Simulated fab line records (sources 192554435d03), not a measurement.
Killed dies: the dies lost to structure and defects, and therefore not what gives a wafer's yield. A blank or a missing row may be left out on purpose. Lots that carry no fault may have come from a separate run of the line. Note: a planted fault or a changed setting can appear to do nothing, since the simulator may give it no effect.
Struck lot and sound lot, side by side + flow n5_finfet + 15 out of 1938 route steps
Sound: the wafers L290.1, L290.3, L290.4. Wafers L278.3, L278.4, L278.5 were the ones struck. The cause is named last.
Each step with rows lists, per side, the tool, then ch with its chambers, then its first start. Under that, the readings that differ: sound wafers + struck wafers + difference of the means + sigmas: that difference in standard deviations of wafers without a fault.
alike: readings with means less than 2 such deviations apart, plus words and numbers identical on both sides. not compared: withheld readings, readings lacking a value on some wafer, bounds such as >300 that could conceal the same value, and numbers that have no deviation in the record and whose values overlap.
A row with sigmas, a row that says differs or no value, or rows on one side alone: a step with any of these is where the two part. Numbers that don't overlap but have no deviation are shown without sigmas and don't part them. A reading missing from all wafers of one side parts the sides only when that side holds two or more wafers.

first, 11 steps without rows for these wafers: N5_BEOL_M0_SAQP_SRD_93 (time 30 s); N5_BEOL_M0_SAQP_RECESS_114 (chemistry HF/NH3, target SiO2, target depth 14.4 nm, afs cycles 3, sublimation time 60 s); N5_BEOL_M0_SAQP_SPACER1_ALD_98 (deposits SiO2, target thk 12.8 nm, pulse time 1 s, purge time 2 s); N5_BEOL_M0_SAQP_SPACER1_ETCHBACK_99 (etches SiO2 in CHF3/O2, target depth 15.4 nm, time 7.7 s); N5_BEOL_M0_SAQP_MANDREL1_REMOVE_100 (chemistry HBr/Cl2/O2, target a-Si, stops on SiNx, bt time 10 s); N5_BEOL_M0_SAQP_ETCH_101 (etches SiNx in CH3F/O2, target depth 29.9 nm, time 42.7 s); N5_BEOL_M0_SAQP_ETCH_102 (etches SiO2 in CF4, target depth 4 nm, time 4.4 s); N5_BEOL_M0_SAQP_MANDREL_ETCH_103 (etches a-Si in HBr/Cl2, stops on SiCN, target depth 45 nm, bt time 10 s, time 27 s); N5_BEOL_M0_SAQP_RECESS_104 (chemistry HF/NH3, target SiO2, target depth 18 nm, afs cycles 3, sublimation time 60 s); N5_BEOL_M0_SAQP_COAT_105 (time 60 s, resist thk 100 nm); N5_BEOL_M0_SAQP_ETCH_106 (etches SOC in N2/H2, stops on SiNx, target depth 150 nm).
N5_BEOL_M0_SAQP_ETCH_107: etches SiNx in CH3F/O2, target depth 30 nm.
  sound on rie_diel-02 ch 1,2,3, day 10 16:59; struck on rie_diel-02 ch 0,1,3, day 7 17:12
  no value came back on the struck wafers for any of 9 readings (CH3F_flow_sccm (sccm), O2_flow_sccm (sccm) and others); on the sound wafers CH3F_flow_sccm (sccm) reads 30.02 30.07 30.01
| reading                                         | sound         | struck         | difference | sigmas |
|-------------------------------------------------|---------------|----------------|------------|--------|
| model.SiNx_of_BEOL_M0_SAQP_PECVD_97.thk_nm (nm) | 0 0 0         | 15.2 14.8 15.4 | +15.1      |        |
| model.SOC_of_BEOL_M0_SAQP_COAT_105.thk_nm (nm)  | 9.6 13.2 12.2 | 25.6 25.4 24.6 | +13.5      |        |
then, 1 step without rows for these wafers: N5_BEOL_M0_SAQP_STRIP_108 (strips in N2/H2).
N5_BEOL_M4_RC_MEAS_101:
  the record has rows for the sound wafers here (prober-02 ch 0, day 12 19:59) and none for the struck ones
-- the record jumps here: 7 days lie between the struck wafers' starts before and after (it left off in module BEOL_M4 and takes up again in module PASSIVATION, whose first step shown is number 1936 of the route) --
N5_PASSIVATION_PROBE_49:
  rows exist in the record for the struck wafers here (prober-02, day 14 13:10), but not for the sound ones

== WHERE THEY PART ==
At N5_BEOL_M0_SAQP_ETCH_107 first; at N5_PASSIVATION_PROBE_49 last (within this record only).

WHY: the cause the simulator had injected
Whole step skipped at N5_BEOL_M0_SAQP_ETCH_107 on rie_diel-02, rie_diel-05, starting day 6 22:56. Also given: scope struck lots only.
